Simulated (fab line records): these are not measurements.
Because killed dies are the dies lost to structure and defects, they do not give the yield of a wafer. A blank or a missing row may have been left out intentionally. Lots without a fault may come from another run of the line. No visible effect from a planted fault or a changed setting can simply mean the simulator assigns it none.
Chamber matching ; flow nand_harc ; ald_metal-01 running NHARC_P_CONTACT_ALD_22: 4 sister chambers
The step deposits TiN, target thk 3 nm, pulse time 1 s, ald cycles 150. 4 wafers are shown with their chamber, then 10 later ones without.

## EACH WAFER AND ITS CHAMBER
wafer;chamber;heater_power_w (W)
L085.2;1;1105
L085.5;3;955
L088.2;0;945
L088.3;2;983

## WAFERS WHOSE CHAMBER IS MISSING
wafer;heater_power_w (W)
L088.5;963
L092.2;977
L092.5;990
L092.6;974
L095.2;1134
L095.3;977
L095.6;959
L096.4;1098
L096.5;941
L096.6;1020

## CHAMBER TAKEN BY EACH
wafer;from the rows above;in truth
L088.5;can't be placed: 3 or 0 or 2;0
L092.2;can't be placed: 2 or 3 or 0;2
L092.5;can't be placed: 2 or 3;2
L092.6;can't be placed: 2 or 3 or 0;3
L095.2;1;1
L095.3;can't be placed: 2 or 3 or 0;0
L095.6;can't be placed: 3 or 0 or 2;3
L096.4;1;1
L096.5;can't be placed: 0 or 3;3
L096.6;can't be placed: 2 or 3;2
2 of 10 placed correctly. Cannot be placed on the basis of these rows: 8; the candidates contain the true chamber in 8. 0 placed wrongly.
How it was worked out, from the rows above alone: a wafer's distance from a chamber is the root of the sum, over the readings, of the square of ((its reading less the chamber's mean) divided by the reading's scatter). If the next closest chamber is less than 2 further off than the closest, the wafer can't be placed; otherwise it belongs to the closest. For every chamber, the mean is computed from those of its wafers that are shown. The scatter: with one shown wafer a chamber, the root of the mean of the squares of how far each hidden wafer lies from its nearest shown one.
